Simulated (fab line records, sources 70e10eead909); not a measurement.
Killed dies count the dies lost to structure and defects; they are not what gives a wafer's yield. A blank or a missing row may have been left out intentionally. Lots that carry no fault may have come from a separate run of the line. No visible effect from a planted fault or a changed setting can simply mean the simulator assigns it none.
Which tool is to blame? / flow nandHarc / Sampling: 11 lots, 33 wafers, 5 of 1159 route steps

## WHAT THE GAUGES READ, wafer by wafer
NHARC_A_CHANNEL_HOLE_D1_INSPECT_40.
lot=L213; measured=day 8 18:22; on=defectInspect-01; rawDefectCount=55 58 43
lot=L214; measured=day 9 01:26; on=defectInspect-02; rawDefectCount=79 88 59
lot=L216; measured=day 9 09:15; on=defectInspect-01; rawDefectCount=76 90 89
lot=L219; measured=day 9 22:47; on=defectInspect-01; rawDefectCount=59 53 293
lot=L227; measured=day 11 15:48; on=defectInspect-02; rawDefectCount=81 67 67
lot=L230; measured=day 12 15:04; on=defectInspect-02; rawDefectCount=49 44 48
lot=L229; measured=day 12 15:01; on=defectInspect-01; rawDefectCount=77 63 71
lot=L231; measured=day 13 04:46; on=defectInspect-01; rawDefectCount=74 71 84
lot=L232; measured=day 13 04:57; on=defectInspect-02; rawDefectCount=40 56 65
lot=L234; measured=day 14 09:52; on=defectInspect-02; rawDefectCount=44 50 58
lot=L235; measured=day 14 15:46; on=defectInspect-01; rawDefectCount=70 45 56

## EACH LOT AND THE TOOL THAT RAN IT (in order: tool; ch and the chambers of the sampled wafers; start)
lot=L213; NHARC_A_CHANNEL_HOLE_D1_ETCH_16=rieDiel-13 ch 0,2,3, day 8 13:42 or earlier; NHARC_A_CHANNEL_HOLE_D1_ETCH_22=harEtch-01 ch 0,1, day 8 13:42; NHARC_A_CHANNEL_HOLE_D1_ETCH_33=harEtch-01 ch 0,1, day 8 16:41; NHARC_A_CHANNEL_HOLE_D1_PRECLEAN_28=wetBench-01 ch 0,2,5, day 8 18:02
lot=L214; NHARC_A_CHANNEL_HOLE_D1_ETCH_16=rieDiel-13 ch 0,1, day 8 20:23 or earlier; NHARC_A_CHANNEL_HOLE_D1_ETCH_22=harEtch-01 ch 0,1, day 8 20:23; NHARC_A_CHANNEL_HOLE_D1_ETCH_33=harEtch-01 ch 0,1, day 8 23:25; NHARC_A_CHANNEL_HOLE_D1_PRECLEAN_28=wetBench-01 ch 2,6,7, day 9 01:06
lot=L216; NHARC_A_CHANNEL_HOLE_D1_ETCH_16=rieDiel-13 ch 0,1,2, day 9 04:31 or earlier; NHARC_A_CHANNEL_HOLE_D1_ETCH_22=harEtch-01 ch 0, day 9 04:31; NHARC_A_CHANNEL_HOLE_D1_ETCH_33=harEtch-01 ch 0, day 9 07:33; NHARC_A_CHANNEL_HOLE_D1_PRECLEAN_28=wetBench-01 ch 1,2,7, day 9 08:55
lot=L219; NHARC_A_CHANNEL_HOLE_D1_ETCH_16=rieDiel-11 ch 0,2,3, day 9 18:02 or earlier; NHARC_A_CHANNEL_HOLE_D1_ETCH_22=harEtch-01 ch 0,1, day 9 18:02; NHARC_A_CHANNEL_HOLE_D1_ETCH_33=harEtch-01 ch 0,1, day 9 21:05; NHARC_A_CHANNEL_HOLE_D1_PRECLEAN_28=wetBench-09 ch 3,4,5, day 9 22:28
lot=L227; NHARC_A_CHANNEL_HOLE_D1_ETCH_16=rieDiel-02 ch 0,1, day 11 11:03 or earlier; NHARC_A_CHANNEL_HOLE_D1_ETCH_22=harEtch-01 ch 0,1, day 11 11:03; NHARC_A_CHANNEL_HOLE_D1_ETCH_33=harEtch-01 ch 0,1, day 11 14:07; NHARC_A_CHANNEL_HOLE_D1_PRECLEAN_28=wetBench-01 ch 1,4,7, day 11 15:28
lot=L230; NHARC_A_CHANNEL_HOLE_D1_ETCH_16=rieDiel-02 ch 0,1,3, day 12 10:24 or earlier; NHARC_A_CHANNEL_HOLE_D1_ETCH_22=harEtch-01 ch 0,1, day 12 10:24; NHARC_A_CHANNEL_HOLE_D1_ETCH_33=harEtch-01 ch 0,1, day 12 13:23; NHARC_A_CHANNEL_HOLE_D1_PRECLEAN_28=wetBench-06 ch 4,6,7, day 12 14:44
lot=L229; NHARC_A_CHANNEL_HOLE_D1_ETCH_16=rieDiel-11 ch 0,2,3, day 12 10:16 or earlier; NHARC_A_CHANNEL_HOLE_D1_ETCH_22=harEtch-02 ch 0,1, day 12 10:16; NHARC_A_CHANNEL_HOLE_D1_ETCH_33=harEtch-02 ch 0,1, day 12 13:19; NHARC_A_CHANNEL_HOLE_D1_PRECLEAN_28=wetBench-01 ch 4,5,6, day 12 14:42
lot=L231; NHARC_A_CHANNEL_HOLE_D1_ETCH_16=rieDiel-11 ch 1,2, day 13 00:07 or earlier; NHARC_A_CHANNEL_HOLE_D1_ETCH_22=harEtch-01 ch 0,1, day 13 00:07; NHARC_A_CHANNEL_HOLE_D1_ETCH_33=harEtch-01 ch 0,1, day 13 03:05; NHARC_A_CHANNEL_HOLE_D1_PRECLEAN_28=wetBench-06 ch 3,6,7, day 13 04:26
lot=L232; NHARC_A_CHANNEL_HOLE_D1_ETCH_16=rieDiel-02 ch 1,2, day 13 00:05 or earlier; NHARC_A_CHANNEL_HOLE_D1_ETCH_22=harEtch-02 ch 0,1, day 13 00:05; NHARC_A_CHANNEL_HOLE_D1_ETCH_33=harEtch-02 ch 0,1, day 13 03:13; NHARC_A_CHANNEL_HOLE_D1_PRECLEAN_28=wetBench-06 ch 5,6,7, day 13 04:38
lot=L234; NHARC_A_CHANNEL_HOLE_D1_ETCH_16=rieDiel-11 ch 0,3, day 14 05:06 or earlier; NHARC_A_CHANNEL_HOLE_D1_ETCH_22=harEtch-02 ch 0,1, day 14 05:06; NHARC_A_CHANNEL_HOLE_D1_ETCH_33=harEtch-02 ch 0,1, day 14 08:10; NHARC_A_CHANNEL_HOLE_D1_PRECLEAN_28=wetBench-01 ch 0,5,7, day 14 09:32
lot=L235; NHARC_A_CHANNEL_HOLE_D1_ETCH_16=rieDiel-02 ch 1,2, day 14 10:52 or earlier; NHARC_A_CHANNEL_HOLE_D1_ETCH_22=harEtch-01 ch 0,1, day 14 10:52; NHARC_A_CHANNEL_HOLE_D1_ETCH_33=harEtch-01 ch 0,1, day 14 14:01; NHARC_A_CHANNEL_HOLE_D1_PRECLEAN_28=wetBench-09 ch 0,1,3, day 14 15:26
- NHARC_A_CHANNEL_HOLE_D1_ETCH_16: etches the open film in O2/COS, target depth 3100 nm, time 806 s.
- NHARC_A_CHANNEL_HOLE_D1_ETCH_22: etches the open film in C4F8/O2/Ar, time 666.7 s, target depth 1600 nm.
- NHARC_A_CHANNEL_HOLE_D1_ETCH_33: etches the open film in C4F8/O2/Ar, time 90 s, target depth 400 nm.
- NHARC_A_CHANNEL_HOLE_D1_PRECLEAN_28: cleans in SC1.

## THE ANSWER, worked out from the rows above alone
Rule: usual is defined by the lots themselves. The widest of any qualifying gaps counts: lots, ordered by their means at a reading, are off when they make up no more than a third of the lots, leave a main group of 4 or more, and stand apart from it by 3 or more times the standard deviation of that group's means. The tables above print the reading to a certain number of digits; a main group whose means all agree to those digits is not used. A lot without any number at a reading at which 4 lots or more have one is off too. The other lots that the step has rows for count as sound.
Off: L219 (NHARC_A_CHANNEL_HOLE_D1_INSPECT_40, rawDefectCount). Mean 64 and standard deviation 13 in the main group.
A tool fits if, at a process step before that reading, it ran every lot that is off, and no sound lot after the first of them. The gauges at NHARC_A_CHANNEL_HOLE_D1_INSPECT_40 are tried like those tools. NHARC_A_CHANNEL_HOLE_D1_ETCH_16: start missing for some lots; hours and lot order therefore follow NHARC_A_CHANNEL_HOLE_D1_ETCH_22. No candidate that was tried fits.

## WHAT HAD BEEN PUT IN BY THE SIMULATOR
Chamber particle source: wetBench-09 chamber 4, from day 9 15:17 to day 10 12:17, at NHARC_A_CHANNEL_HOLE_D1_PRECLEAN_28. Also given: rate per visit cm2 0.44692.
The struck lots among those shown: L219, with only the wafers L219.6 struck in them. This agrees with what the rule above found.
